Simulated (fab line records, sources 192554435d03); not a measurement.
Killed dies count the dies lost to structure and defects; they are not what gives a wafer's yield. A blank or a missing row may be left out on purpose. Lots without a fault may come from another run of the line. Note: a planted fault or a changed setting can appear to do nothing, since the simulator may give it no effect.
fab line records	flow n5-finfet
record: lots: 24	wafers: 72	last-day: 17
route steps=1938 shown BEOL_M14@1767 BEOL_M15@1784
lots that met no fault: taken from a fault-free run of the same line
start-h: hours from the record's first day to the start of the lot's first wafer shown	wait-h: hours since the lot's step before	" identical to the entry in the row above	L1.1+2: a row that stands for several wafers	- no value, or no start was given	* or withheld: withheld	< > ~ a bound
route shown NAME@n: names a module that has steps shown in the file, with the first one's number in the route	usual: mean and standard deviation over wafers with no fault	same: alike in all rows	chamber/n: place in a boat	sites: readings site by site	_std_site: standard deviation of those values	_edge_site: outer sites' mean less inner sites'	radius-mm: for every site, how far away it sits from the centre of the wafer	mask NAME#n: copy n	behind: the tool/chamber that last shaped the wafer	hold: reason for holding the lot/hours on hold/outcome of the hold	device: the transistor (n, p or np) that didn't switch	end of line: the route-end tests of the same wafers	a step with no rows: only its recipe	killed: at the first sort, the dies lost to defects and structure; wafer yield is something else	map: per-die view of a wafer (x killed, . not killed, _ where there is no die)
set.NAME: the setting as run; set.NAME@STEP: as run at that earlier step	model.NAME: the simulator's own value behind a step, which no gauge read
a sample of lots followed through the steps of the route, with each step as a table and each wafer as a row
services: the hour from which a tool's chamber was out of use, counted from the record's first day as start-h (under 0 if before that day), plus the number of hours and why
== steps ==
step: N5_BEOL_M14_CMP_49
recipe: stop-on: SiO2	t-overpolish-s: 5.2	down-force-psi: 2	platen-rpm: 80	clearing-platen-down-force-psi: 2	clearing-platen-rpm: 80	post-cmp-clean: cu-alkaline	target-thk-nm: 560	clearing-platen-pad-velocity-m-s: 1.5917	pad-velocity-m-s: 1.5917
usual: barrier-field-endpoint-s: 11.6/0.41	motor-current-A: 8.4/0.6	overpolish-run-s: 5.199/0.0096	time-to-endpoint-s: 125/6.7
lot.wafer	tool	chamber	start-h	wait-h	barrier-field-endpoint-s	motor-current-A	overpolish-run-s	time-to-endpoint-s
L074.3	cmp-02	3	242.71	0.2	11.9	7.8	5.210	130
L074.4	"	0	"	"	11.1	9.5	5.196	120
L074.2	"	1	"	"	12.3	8.0	5.196	137
L076.4	cmp-03	0	251.20	0.2	11.8	8.5	5.191	128
L076.3	"	1	"	"	11.4	7.6	5.186	121
L076.6	"	2	"	"	11.3	7.7	5.209	121
L075.1	cmp-03	3	254.65	0.4	12.2	9.4	5.198	128
L075.5	"	0	"	"	11.8	8.4	5.213	128
L075.6	"	1	"	"	11.3	7.6	5.203	123
L078.1	cmp-01	1	269.77	0.3	11.4	8.1	5.185	125
L078.5	"	1	"	"	11.0	7.8	5.193	120
L078.6	"	2	"	"	11.3	8.7	5.204	120
L077.3	cmp-02	1	276.42	0.2	12.4	8.3	5.184	137
L077.4	"	2	"	"	12.1	9.1	5.198	129
L077.6	"	1	"	"	12.3	7.9	5.200	139
L079.2	cmp-01	1	287.58	0.3	10.9	8.3	5.205	115
L079.4	"	0	"	"	11.2	7.8	5.217	118
L079.6	"	2	"	"	11.0	8.4	5.209	115
L080.4	cmp-03	0	300.57	0.1	11.2	8.5	5.189	122
L080.6	"	0	"	"	11.6	8.8	5.187	125
L080.5	"	1	"	"	11.1	7.8	5.198	117
L083.3	cmp-03	1	300.94	0.2	11.7	7.8	5.219	127
L083.1	"	2	"	"	11.2	7.8	5.194	122
L083.5	"	1	"	"	11.0	8.2	5.206	121
L082.3	cmp-02	0	301.79	0.2	11.4	8.7	5.208	123
L082.1	"	1	"	"	12.4	7.8	5.201	139
L082.5	"	2	"	"	12.4	9.5	5.204	139
L081.1	cmp-02	3	303.55	0.3	12.0	8.4	5.217	133
L081.2	"	0	"	"	11.7	9.5	5.198	124
L081.5	"	2	"	"	12.1	8.9	5.186	139
L085.1	cmp-01	3	312.75	0.3	11.3	8.3	5.209	118
L085.4	"	2	"	"	11.2	8.0	5.198	115
L085.5	"	0	"	"	11.3	7.7	5.209	117
L084.3	cmp-01	3	314.46	0.2	11.6	8.0	5.198	123
L084.4	"	0	"	"	11.3	7.5	5.187	121
L084.5	"	3	"	"	11.5	8.7	5.192	124
L086.2	cmp-02	0	333.55	0.3	11.4	9.4	5.197	116
L086.6	"	2	"	"	12.2	9.2	5.184	130
L086.5	"	3	"	"	12.0	7.8	5.201	129
L088.2	cmp-03	3	333.74	0.2	11.4	9.0	5.200	127
L088.4	"	2	"	"	11.2	7.4	5.192	119
L088.6	"	3	"	"	11.6	9.2	5.212	130
L087.4	cmp-02	0	339.12	0.1	11.2	9.1	5.194	117
L087.1	"	1	"	"	12.4	8.1	5.204	139
L087.5	"	0	"	"	11.3	9.0	5.190	116
L090.3	cmp-01	0	345.11	0.2	11.7	7.1	5.201	129
L090.6	"	2	"	"	11.7	8.5	5.200	126
L090.5	"	3	"	"	11.9	8.4	5.193	127
L092.3	cmp-02	0	347.60	0.2	11.1	9.0	5.187	119
L092.4	"	1	"	"	12.1	7.9	5.193	137
L092.5	"	2	"	"	11.7	9.1	5.196	128
L089.4	cmp-03	2	350.61	0.2	11.6	7.5	5.200	124
L089.2	"	3	"	"	11.5	9.4	5.201	129
L089.6	"	0	"	"	11.5	8.5	5.194	126
L091.1	cmp-03	0	351.52	0.3	11.8	9.0	5.199	125
L091.2	"	2	"	"	11.5	7.5	5.208	126
L091.6	"	0	"	"	11.4	8.7	5.201	121
L093.4	cmp-01	0	366.52	0.2	11.2	7.4	5.212	120
L093.2	"	1	"	"	11.3	7.6	5.209	121
L093.5	"	3	"	"	11.0	8.5	5.182	117
L095.4	cmp-02	3	369.10	0.1	11.7	8.1	5.195	130
L095.1	"	2	"	"	12.1	9.0	5.200	134
L095.5	"	3	"	"	11.8	8.5	5.193	130
L094.4	cmp-01	2	369.34	0.2	11.2	8.6	5.180	115
L094.2	"	3	"	"	11.0	8.2	5.188	112
L094.1	"	0	"	"	10.8	7.9	5.199	116
L097.2	cmp-03	2	382.06	0.3	11.4	7.7	5.203	119
L097.1	"	3	"	"	11.6	8.6	5.207	130
L097.6	"	1	"	"	11.3	7.4	5.214	119
L096.1	cmp-02	2	386.29	0.3	12.2	9.3	5.196	131
L096.3	"	3	"	"	11.7	8.2	5.209	128
L096.2	"	1	"	"	12.2	7.6	5.189	136
step: N5_BEOL_M14_DEP_53
recipe: material: SiCN	target-thk-a: 500	temp-c: withheld	precursor: 3MS/NH3	pressure-torr: 3	rf-w: 675	time-s: 17.8
usual: showerhead-plenum-p-Torr: 4.15/0.03	throttle-valve-pct: 18.1/1
lot.wafer	tool	chamber	start-h	wait-h	showerhead-plenum-p-Torr	throttle-valve-pct
L074.2	pecvd-02	0	243.07	0.0	4.17	18.9
L074.3	"	1	"	"	4.14	18.9
L074.4	"	2	"	"	4.17	16.6
L076.3	pecvd-01	2	251.48	0.0	4.10	16.4
L076.4	"	2	"	"	4.10	16.8
L076.6	"	1	"	"	4.12	17.7
L075.1	pecvd-04	2	254.89	0.0	4.15	19.5
L075.5	"	2	"	"	4.14	19.4
L075.6	"	1	"	"	4.18	17.7
L078.1	pecvd-04	2	270.13	0.0	4.14	19.5
L078.5	"	0	"	"	4.16	18.1
L078.6	"	2	"	"	4.15	19.6
L077.3	pecvd-04	1	276.74	0.0	4.17	17.3
L077.4	"	2	"	"	4.14	19.3
L077.6	"	0	"	"	4.15	18.3
L079.2	pecvd-04	0	287.95	0.0	4.16	18.2
L079.4	"	2	"	"	4.14	19.6
L079.6	"	2	"	"	4.14	19.7
L080.4	pecvd-04	2	300.95	0.0	4.13	19.7
L080.5	"	1	"	"	4.18	17.9
L080.6	"	0	"	"	4.16	18.5
L083.1	pecvd-01	2	301.26	0.0	4.10	16.5
L083.3	"	1	"	"	4.12	17.4
L083.5	"	1	"	"	4.12	17.8
L082.1	pecvd-01	1	302.07	0.0	4.13	17.5
L082.3	"	2	"	"	4.09	16.7
L082.5	"	2	"	"	4.10	16.4
L081.1	pecvd-02	1	303.83	0.0	4.15	18.9
L081.2	"	2	"	"	4.17	16.7
L081.5	"	1	"	"	4.14	19.0
L085.1	pecvd-02	1	313.11	0.0	4.14	18.9
L085.4	"	1	"	"	4.15	18.9
L085.5	"	2	"	"	4.16	16.5
L084.3	pecvd-02	2	314.78	0.0	4.17	16.7
L084.4	"	2	"	"	4.16	16.6
L084.5	"	0	"	"	4.16	18.9
L086.2	pecvd-01	2	333.83	0.0	4.10	16.6
L086.5	"	1	"	"	4.11	17.6
L086.6	"	2	"	"	4.10	16.8
L088.2	pecvd-01	0	334.10	0.0	4.20	18.0
L088.4	"	1	"	"	4.13	17.5
L088.6	"	0	"	"	4.20	18.3
L087.1	pecvd-01	2	339.48	0.0	4.10	16.7
L087.4	"	1	"	"	4.12	17.4
L087.5	"	2	"	"	4.10	16.8
L090.3	pecvd-01	2	345.39	0.0	4.10	16.6
L090.5	"	0	"	"	4.19	18.4
L090.6	"	2	"	"	4.09	16.6
L092.3	pecvd-04	0	347.88	0.0	4.16	18.7
L092.4	"	2	"	"	4.15	19.7
L092.5	"	1	"	"	4.19	17.8
L089.2	pecvd-04	0	350.89	0.0	4.15	18.3
L089.4	"	1	"	"	4.16	17.6
L089.6	"	0	"	"	4.16	18.3
L091.1	pecvd-02	0	351.88	0.0	4.16	19.0
L091.2	"	1	"	"	4.16	19.0
L091.6	"	0	"	"	4.17	19.1
L093.2	pecvd-01	2	366.80	0.0	4.10	16.6
L093.4	"	1	"	"	4.12	17.5
L093.5	"	2	"	"	4.10	16.9
L095.1	pecvd-01	0	369.46	0.0	4.21	18.0
L095.4	"	0	"	"	4.21	18.0
L095.5	"	1	"	"	4.12	17.7
L094.1	pecvd-02	1	369.66	0.0	4.14	19.0
L094.2	"	2	"	"	4.16	16.6
L094.4	"	0	"	"	4.16	19.4
L097.1	pecvd-02	0	382.38	0.0	4.16	19.1
L097.2	"	1	"	"	4.14	19.1
L097.6	"	1	"	"	4.15	19.0
L096.1	pecvd-04	2	386.66	0.0	4.15	20.3
L096.2	"	0	"	"	4.15	18.2
L096.3	"	0	"	"	4.16	18.3
step: N5_BEOL_M15_OVL_MEAS_11
recipe: points-per-wafer: 44
usual: V14_OVL: -2/5.7
lot.wafer	tool	chamber	start-h	wait-h	V14_OVL[nm]
L074.2	overlay-01	0	243.78	0.0	-2
L074.3	"	0	"	"	-2
L074.4	"	0	"	"	1
L076.3	overlay-01	0	252.32	0.0	1
L076.4	"	0	"	"	-3
L076.6	"	0	"	"	-4
L075.1	overlay-02	0	255.60	0.0	-4
L075.5	"	0	"	"	-9
L075.6	"	0	"	"	-9
L078.1	overlay-02	0	270.97	0.0	3
L078.5	"	0	"	"	3
L078.6	"	0	"	"	6
L077.3	overlay-02	0	277.58	0.0	-5
L077.4	"	0	"	"	-2
L077.6	"	0	"	"	-6
L079.2	overlay-02	0	288.81	0.0	4
L079.4	"	0	"	"	5
L079.6	"	0	"	"	7
L080.4	overlay-02	0	301.65	0.0	0
L080.5	"	0	"	"	-2
L080.6	"	0	"	"	6
L083.1	overlay-02	0	301.98	0.0	1
L083.3	"	0	"	"	6
L083.5	"	0	"	"	1
L082.1	overlay-02	0	302.91	0.0	-6
L082.3	"	0	"	"	-8
L082.5	"	0	"	"	-4
L081.1	overlay-01	0	304.67	0.0	12
L081.2	"	0	"	"	2
L081.5	"	0	"	"	6
L085.1	overlay-01	0	313.96	0.0	-3
L085.4	"	0	"	"	-7
L085.5	"	0	"	"	-7
L084.3	overlay-01	0	315.49	0.0	-8
L084.4	"	0	"	"	-5
L084.5	"	0	"	"	-7
L086.2	overlay-02	0	334.67	0.0	-3
L086.5	"	0	"	"	-12
L086.6	"	0	"	"	-4
L088.2	overlay-01	0	334.94	0.0	1
L088.4	"	0	"	"	-2
L088.6	"	0	"	"	4
L087.1	overlay-02	0	340.19	0.0	-6
L087.4	"	0	"	"	-5
L087.5	"	0	"	"	-6
L090.3	overlay-02	0	346.11	0.0	-5
L090.5	"	0	"	"	-9
L090.6	"	0	"	"	-6
L092.3	overlay-02	0	348.59	0.0	-9
L092.4	"	0	"	"	3
L092.5	"	0	"	"	-11
L089.2	overlay-02	0	351.60	0.0	-9
L089.4	"	0	"	"	-8
L089.6	"	0	"	"	-5
L091.1	overlay-02	0	352.73	0.0	3
L091.2	"	0	"	"	1
L091.6	"	0	"	"	-10
L093.2	overlay-02	0	367.64	0.0	-4
L093.4	"	0	"	"	6
L093.5	"	0	"	"	-2
L095.1	overlay-02	0	370.30	0.0	0
L095.4	"	0	"	"	0
L095.5	"	0	"	"	-1
L094.1	overlay-01	0	370.50	0.0	3
L094.2	"	0	"	"	-4
L094.4	"	0	"	"	9
L097.1	overlay-01	0	383.22	0.0	-1
L097.2	"	0	"	"	-11
L097.6	"	0	"	"	1
L096.1	overlay-02	0	387.50	0.0	4
L096.2	"	0	"	"	-5
L096.3	"	0	"	"	11
step: N5_BEOL_M15_INSPECT_12
recipe: mode: adi	inspect-instrument: macro
usual: raw-defect-count: 2.1/1.4
lot.wafer	tool	chamber	start-h	wait-h	raw-defect-count
L074.2	defect-inspect-01	-	243.81	0.0	2
L074.3	"	-	"	"	2
L074.4	"	-	"	"	2
L076.3	defect-inspect-01	-	252.34	0.0	4
L076.4	"	-	"	"	5
L076.6	"	-	"	"	2
L075.1	defect-inspect-01	-	255.63	0.0	1
L075.5	"	-	"	"	1
L075.6	"	-	"	"	2
L078.1	defect-inspect-02	-	270.99	0.0	0
L078.5	"	-	"	"	1
L078.6	"	-	"	"	5
L077.3	defect-inspect-01	-	277.60	0.0	1
L077.4	"	-	"	"	1
L077.6	"	-	"	"	0
L079.2	defect-inspect-01	-	288.83	0.0	3
L079.4	"	-	"	"	4
L079.6	"	-	"	"	3
L080.4	defect-inspect-01	-	301.67	0.0	3
L080.5	"	-	"	"	2
L080.6	"	-	"	"	1
L083.1	defect-inspect-01	-	302.00	0.0	0
L083.3	"	-	"	"	3
L083.5	"	-	"	"	2
L082.1	defect-inspect-02	-	302.93	0.0	1
L082.3	"	-	"	"	3
L082.5	"	-	"	"	1
L081.1	defect-inspect-02	-	304.69	0.0	2
L081.2	"	-	"	"	1
L081.5	"	-	"	"	4
L085.1	defect-inspect-01	-	313.98	0.0	4
L085.4	"	-	"	"	0
L085.5	"	-	"	"	1
L084.3	defect-inspect-02	-	315.52	0.0	1
L084.4	"	-	"	"	0
L084.5	"	-	"	"	3
L086.2	defect-inspect-02	-	334.69	0.0	3
L086.5	"	-	"	"	2
L086.6	"	-	"	"	2
L088.2	defect-inspect-02	-	334.96	0.0	0
L088.4	"	-	"	"	3
L088.6	"	-	"	"	2
L087.1	defect-inspect-02	-	340.21	0.0	0
L087.4	"	-	"	"	1
L087.5	"	-	"	"	4
L090.3	defect-inspect-01	-	346.14	0.0	4
L090.5	"	-	"	"	1
L090.6	"	-	"	"	4
L092.3	defect-inspect-01	-	348.62	0.0	1
L092.4	"	-	"	"	1
L092.5	"	-	"	"	2
L089.2	defect-inspect-02	-	351.63	0.0	1
L089.4	"	-	"	"	2
L089.6	"	-	"	"	1
L091.1	defect-inspect-02	-	352.75	0.0	2
L091.2	"	-	"	"	0
L091.6	"	-	"	"	4
L093.2	defect-inspect-01	-	367.66	0.0	1
L093.4	"	-	"	"	2
L093.5	"	-	"	"	1
L095.1	defect-inspect-02	-	370.32	0.0	2
L095.4	"	-	"	"	3
L095.5	"	-	"	"	3
L094.1	defect-inspect-01	-	370.52	0.0	0
L094.2	"	-	"	"	3
L094.4	"	-	"	"	1
L097.1	defect-inspect-01	-	383.24	0.0	3
L097.2	"	-	"	"	2
L097.6	"	-	"	"	1
L096.1	defect-inspect-02	-	387.52	0.0	2
L096.2	"	-	"	"	1
L096.3	"	-	"	"	1
step: N5_BEOL_M15_DESCUM_15
recipe: chemistry: O2	time-s: 7.9	source-power-w: 50	bias-power-w: 20	pressure-mtorr: 20	rf-frequency-hz: 2.712e+07	temp-c: 40	o2-flow-sccm: 225
usual: drypump-motor-current-A: 5.8/0.48	oes-product-au: 0.77/0.072	rf-vpp-V: 242.8/1.1	showerhead-plenum-p-Torr: 2.08/0.046	throttle-valve-pct: 20.44/0.27
lot.wafer	tool	chamber	start-h	wait-h	drypump-motor-current-A	oes-product-au	rf-hours-counter-h	rf-vpp-V	showerhead-plenum-p-Torr	throttle-valve-pct
L074.2	rie-diel-03	2	243.84	0.0	5.7	0.69	244	244.0	2.16	20.59
L074.3	"	0	"	"	5.3	0.81	97	242.9	2.04	20.50
L074.4	"	1	"	"	4.8	0.88	35	244.6	2.14	20.22
L076.3	rie-diel-02	1	252.50	0.2	5.7	0.77	111	242.0	2.01	20.28
L076.4	"	2	"	"	6.4	0.70	184	242.0	2.11	20.79
L076.6	"	0	"	"	5.4	0.85	-	241.8	2.06	20.13
L075.1	rie-diel-02	0	255.66	0.0	5.4	0.85	69	242.3	2.06	20.12
L075.5	"	0	"	"	5.4	0.84	-	241.9	2.06	20.10
L075.6	"	1	"	"	5.7	0.78	-	243.4	2.01	20.32
L078.1	rie-diel-05	2	271.02	0.0	5.9	0.78	129	242.7	2.11	20.29
L078.5	"	1	"	"	5.7	0.71	-	244.4	2.15	20.25
L078.6	"	2	"	"	5.9	0.79	-	243.4	2.11	20.30
L077.3	rie-diel-05	3	277.64	0.0	6.4	0.80	114	241.1	2.04	20.78
L077.4	"	3	"	"	6.4	0.80	-	242.4	2.04	20.78
L077.6	"	1	"	"	5.7	0.72	-	245.3	2.15	20.25
L079.2	rie-diel-02	3	288.86	0.0	5.4	0.73	193	243.3	2.08	20.70
L079.4	"	0	"	"	5.4	0.83	78	242.9	2.06	20.13
L079.6	"	0	"	"	5.4	0.83	-	241.6	2.06	20.14
L080.4	rie-diel-03	3	301.70	0.0	6.6	0.79	125	243.9	2.11	20.33
L080.5	"	0	"	"	5.3	0.79	-	242.5	2.03	20.52
L080.6	"	3	"	"	6.6	0.78	-	243.1	2.11	20.34
L083.1	rie-diel-03	2	302.11	0.1	5.7	0.96	4	243.4	2.16	20.18
L083.3	"	0	"	"	5.3	0.80	116	241.5	2.03	20.53
L083.5	"	1	"	"	4.8	0.85	-	243.8	2.13	20.24
L082.1	rie-diel-03	2	303.19	0.3	5.7	0.95	5	244.2	2.16	20.20
L082.3	"	0	"	"	5.3	0.78	117	241.9	2.03	20.53
L082.5	"	1	"	"	4.7	0.83	-	243.6	2.13	20.26
L081.1	rie-diel-05	2	305.41	0.7	5.9	0.77	141	243.3	2.11	20.30
L081.2	"	1	"	"	5.6	0.70	204	243.4	2.15	20.27
L081.5	"	2	"	"	5.9	0.78	-	243.0	2.11	20.30
L085.1	rie-diel-05	1	314.02	0.0	5.6	0.70	208	245.0	2.15	20.28
L085.4	"	2	"	"	5.9	0.77	145	241.3	2.11	20.31
L085.5	"	1	"	"	5.7	0.69	-	243.4	2.15	20.29
L084.3	rie-diel-03	0	315.55	0.0	5.3	0.79	122	242.7	2.03	20.52
L084.4	"	3	"	"	6.6	0.78	-	243.1	2.11	20.34
L084.5	"	0	"	"	5.3	0.79	-	240.6	2.03	20.56
L086.2	rie-diel-05	2	334.92	0.2	5.9	0.77	151	243.3	2.10	20.33
L086.5	"	3	"	"	6.4	0.78	-	242.2	2.04	20.83
L086.6	"	0	"	"	5.8	0.94	-	242.1	2.03	19.93
L088.2	rie-diel-02	3	335.26	0.3	5.4	0.71	208	244.2	2.07	20.72
L088.4	"	1	"	"	5.7	0.75	136	240.4	2.01	20.34
L088.6	"	0	"	"	5.4	0.82	-	240.2	2.06	20.15
L087.1	rie-diel-02	1	340.25	0.0	5.7	0.75	138	240.1	2.01	20.35
L087.4	"	2	"	"	6.4	0.67	210	243.2	2.10	20.82
L087.5	"	1	"	"	5.7	0.75	-	240.8	2.01	20.35
L090.3	rie-diel-05	1	346.69	0.6	5.6	0.69	217	241.2	2.14	20.30
L090.5	"	2	"	"	5.9	0.76	-	243.9	2.10	20.34
L090.6	"	1	"	"	5.7	0.69	-	244.4	2.14	20.28
L092.3	rie-diel-02	1	348.65	0.0	5.7	0.76	140	240.7	2.00	20.35
L092.4	"	3	"	"	5.4	0.72	213	244.7	2.07	20.69
L092.5	"	1	"	"	5.7	0.76	-	241.8	2.00	20.34
L089.2	rie-diel-02	2	351.66	0.0	6.4	0.68	213	242.1	2.10	20.82
L089.4	"	0	"	"	5.4	0.82	99	242.6	2.05	20.16
L089.6	"	3	"	"	5.4	0.70	-	242.4	2.07	20.74
L091.1	rie-diel-02	2	353.14	0.4	6.4	0.68	214	242.5	2.10	20.85
L091.2	"	1	"	"	5.7	0.76	142	241.9	2.00	20.34
L091.6	"	2	"	"	6.5	0.68	-	242.7	2.10	20.85
L093.2	rie-diel-02	0	367.70	0.0	5.4	0.81	104	242.9	2.05	20.19
L093.4	"	1	"	"	5.7	0.75	146	242.2	2.00	20.36
L093.5	"	3	"	"	5.4	0.70	-	243.3	2.07	20.74
L095.1	rie-diel-03	2	370.78	0.5	5.7	0.87	28	242.8	2.15	20.22
L095.4	"	3	"	"	6.6	0.75	141	242.0	2.10	20.37
L095.5	"	0	"	"	5.3	0.76	-	242.6	2.02	20.56
L094.1	rie-diel-02	1	370.80	0.3	5.7	0.75	147	241.7	2.00	20.33
L094.2	"	2	"	"	6.5	0.66	219	241.5	2.10	20.84
L094.4	"	2	"	"	6.4	0.67	-	243.2	2.10	20.85
L097.1	rie-diel-02	1	383.28	0.0	5.7	0.75	151	242.4	2.00	20.35
L097.2	"	3	"	"	5.4	0.71	224	242.4	2.07	20.73
L097.6	"	3	"	"	5.4	0.70	-	242.5	2.07	20.75
L096.1	rie-diel-05	1	387.83	0.3	5.6	0.69	231	245.0	2.14	20.32
L096.2	"	3	"	"	6.4	0.76	151	242.4	2.03	20.84
L096.3	"	0	"	"	5.8	0.89	31	242.3	2.02	19.96
step: N5_BEOL_M15_CD_MEAS_28
recipe: target-cd-nm: 407.6	landing-energy-ev: 500	detector: se-inlens
usual: cd-nm: 408.0/2.4
same: landing-energy-ev: 500
lot.wafer	tool	chamber	start-h	wait-h	cd-nm
L074.2	cd-sem-02	0	245.29	-	403.0
L074.3	"	0	"	"	402.9
L074.4	"	0	"	"	408.1
L076.3	cd-sem-02	0	254.05	-	405.9
L076.4	"	0	"	"	411.4
L076.6	"	0	"	"	407.0
L075.1	cd-sem-03	0	257.16	-	410.7
L075.5	"	0	"	"	410.6
L075.6	"	0	"	"	410.2
L078.1	cd-sem-01	0	272.52	-	405.7
L078.5	"	0	"	"	406.1
L078.6	"	0	"	"	404.2
L077.3	cd-sem-03	0	279.07	-	406.0
L077.4	"	0	"	"	406.9
L077.6	"	0	"	"	408.5
L079.2	cd-sem-02	0	290.49	-	407.9
L079.4	"	0	"	"	407.8
L079.6	"	0	"	"	411.5
L080.4	cd-sem-02	0	303.10	-	409.0
L080.5	"	0	"	"	409.9
L080.6	"	0	"	"	409.3
L083.1	cd-sem-03	0	303.61	-	408.5
L083.3	"	0	"	"	407.4
L083.5	"	0	"	"	408.1
L082.1	cd-sem-03	0	304.61	-	404.6
L082.3	"	0	"	"	404.3
L082.5	"	0	"	"	406.4
L081.1	cd-sem-03	0	306.80	-	405.3
L081.2	"	0	"	"	406.4
L081.5	"	0	"	"	406.0
L085.1	cd-sem-01	0	315.51	-	406.2
L085.4	"	0	"	"	411.0
L085.5	"	0	"	"	409.0
L084.3	cd-sem-02	0	316.92	-	408.0
L084.4	"	0	"	"	409.2
L084.5	"	0	"	"	407.9
L086.2	cd-sem-01	0	336.43	-	409.3
L086.5	"	0	"	"	411.7
L086.6	"	0	"	"	411.4
L088.2	cd-sem-03	0	336.79	-	410.0
L088.4	"	0	"	"	408.6
L088.6	"	0	"	"	412.5
L087.1	cd-sem-02	0	341.78	-	406.7
L087.4	"	0	"	"	406.3
L087.5	"	0	"	"	409.6
L090.3	cd-sem-01	0	348.08	-	407.6
L090.5	"	0	"	"	406.4
L090.6	"	0	"	"	409.4
L092.3	cd-sem-01	0	350.22	-	409.7
L092.4	"	0	"	"	408.7
L092.5	"	0	"	"	406.6
L089.2	cd-sem-01	0	353.16	-	408.3
L089.4	"	0	"	"	404.8
L089.6	"	0	"	"	409.1
L091.1	cd-sem-01	0	354.63	-	407.1
L091.2	"	0	"	"	406.9
L091.6	"	0	"	"	405.5
L093.2	cd-sem-02	0	369.20	-	404.5
L093.4	"	0	"	"	407.0
L093.5	"	0	"	"	404.8
L095.1	cd-sem-01	0	372.17	-	404.3
L095.4	"	0	"	"	407.4
L095.5	"	0	"	"	405.4
L094.1	cd-sem-02	0	372.34	-	405.9
L094.2	"	0	"	"	409.2
L094.4	"	0	"	"	408.2
L097.1	cd-sem-01	0	384.95	-	408.8
L097.2	"	0	"	"	409.7
L097.6	"	0	"	"	408.2
L096.1	cd-sem-02	0	389.37	-	412.4
L096.2	"	0	"	"	409.4
L096.3	"	0	"	"	413.5
== services ==
tool	chamber	start-h	hours	kind
pecvd-01	1	233.27	5.5	scheduled-down
cmp-03	-	238.49	1.3	repair
cmp-02	-	239.66	0.5	repair
cmp-03	-	245.04	4.0	pm
cmp-03	-	249.04	-	consumable-replace:conditioner
cmp-03	-	249.04	-	consumable-replace:pad
rie-diel-02	-	249.58	2.8	pm
pecvd-02	0	251.39	5.1	repair
cmp-02	-	267.38	1.9	repair
rie-diel-05	0	269.66	-	clean
rie-diel-05	0	269.66	-	consumable-replace:focus-ring
rie-diel-05	0	269.66	24.8	scheduled-down
rie-diel-05	0	269.66	24.8	vent-cycle
pecvd-01	0	279.00	2.1	scheduled-down
cmp-02	-	287.51	1.1	repair
pecvd-04	1	287.78	2.1	scheduled-down
cmp-02	-	289.55	2.3	repair
pecvd-01	-	297.19	1.4	repair
pecvd-01	1	314.37	13.0	repair
rie-diel-05	2	348.81	20.3	repair
cmp-01	-	375.29	0.6	repair
cmp-03	-	378.78	0.8	repair
pecvd-04	1	383.66	-	clean
pecvd-04	1	383.66	-	consumable-replace:showerhead
== key ==
fault none
